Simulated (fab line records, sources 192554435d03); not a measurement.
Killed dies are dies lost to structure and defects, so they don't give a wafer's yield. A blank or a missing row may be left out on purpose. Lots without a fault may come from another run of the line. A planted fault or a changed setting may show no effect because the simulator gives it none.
One fault seen from 3 desks | flow n5_finfet | each desk has only its own numbers; what lay behind them comes last

THE TOOL OWNER'S DESK: pvd_sputter-03
The tool's own readings at N5_BEOL_M12_SPUTTER_45 (material Cu, target thk 80 nm, time 13.33 s): means of the sampled wafers that have a number, for each lot that ran on this tool. A lot is out of limits, marked OUT, if its mean lies more than 4 standard deviations from the usual mean; the brackets give that distance.
Columns: A = bias_v at N5_BEOL_M12_SPUTTER_45, usual 60.0 V; B = cathode_dc_power_W at N5_BEOL_M12_SPUTTER_45, usual 26000 W; C = susceptor_temp_C at N5_BEOL_M12_SPUTTER_45, usual -20.00 C; D = throttle_valve_pct at N5_BEOL_M12_SPUTTER_45, usual 29.8 %
lot  | first seen here | A    | B     | C      | D
L106 | day 10 14:02    | 60.5 | 25997 | -19.99 | 30.1
L114 | day 12 11:22    | 59.9 | 26004 | -20.00 | 30.4
L129 | day 16 07:56    | 59.9 | 25997 | -20.06 | 30.0
This desk's finding: nothing out of limits on any of the 3 lots.

THE DEFECT DESK
What the inspections along the route counted, lot by lot: means of the sampled wafers that have a number. A lot is out of limits, marked OUT, if its mean lies more than 4 standard deviations from the usual mean; the brackets give that distance.
Columns: A = raw_defect_count at N5_BEOL_M12_INSPECT_55, usual 74
lot  | first seen here | A
L106 | day 10 15:17    | 69
L109 | day 11 06:42    | 73
L114 | day 12 12:23    | 70
L113 | day 12 19:08    | 41
L116 | day 13 05:29    | 98
L118 | day 13 07:32    | 107
L117 | day 13 18:37    | 69
L126 | day 15 18:46    | 51
L127 | day 15 19:19    | 53
L129 | day 16 08:59    | 56
This desk's finding: nothing out of limits on any of the 10 lots.

THE METROLOGY DESK
What the gauges read, lot by lot, whatever tool the lot ran on: means of the sampled wafers that have a number. A lot is out of limits, marked OUT, if its mean lies more than 4 standard deviations from the usual mean; the brackets give that distance. Of its 10 readings 7 are shown: those that lie furthest out on some lot.
Columns: A = DIBL_N at N5_BEOL_M4_RC_MEAS_101, usual 36.6 mV/V; B = DIBL_P at N5_BEOL_M4_RC_MEAS_101, usual 36.3 mV/V; C = ION_N at N5_BEOL_M4_RC_MEAS_101, usual 671 uA/um; D = ION_P at N5_BEOL_M4_RC_MEAS_101, usual 460 uA/um; E = SS_N at N5_BEOL_M4_RC_MEAS_101, usual 71.8 mV/dec; F = SS_P at N5_BEOL_M4_RC_MEAS_101, usual 73.3 mV/dec; G = VT_P at N5_BEOL_M4_RC_MEAS_101, usual -250 mV
lot  | first seen here | A    | B    | C   | D   | E    | F    | G
L106 | day 7 18:29     | 37.7 | 37.8 | 666 | 455 | 71.7 | 73.5 | -256
L109 | day 8 13:08     | 35.5 | 34.3 | 669 | 458 | 71.8 | 73.2 | -253
L114 | day 9 17:07     | 35.9 | 36.3 | 673 | 460 | 72.0 | 73.2 | -250
L113 | day 9 20:33     | 39.1 | 37.6 | 669 | 462 | 72.3 | 73.6 | -247
L116 | day 10 07:31    | 35.1 | 34.6 | 676 | 469 | 71.3 | 72.9 | -248
L118 | day 10 11:11    | 36.4 | 36.6 | 662 | 458 | 71.7 | 73.0 | -249
L117 | day 11 02:38    | 36.1 | 36.7 | 659 | 450 | 71.7 | 72.5 | -254
L126 | day 12 19:21    | 36.6 | 36.6 | 674 | 457 | 71.7 | 73.2 | -253
L127 | day 13 02:57    | 35.2 | 34.0 | 664 | 464 | 71.0 | 72.8 | -247
L129 | day 13 12:16    | 36.2 | 35.9 | 678 | 469 | 71.3 | 73.6 | -246
This desk's finding: nothing out of limits on any of the 10 lots.

PUT TOGETHER
The tool owner's desk saw nothing out of limits.
The defect desk saw nothing out of limits.
The metrology desk saw nothing out of limits.

WHAT THE SIMULATOR HAD PUT IN
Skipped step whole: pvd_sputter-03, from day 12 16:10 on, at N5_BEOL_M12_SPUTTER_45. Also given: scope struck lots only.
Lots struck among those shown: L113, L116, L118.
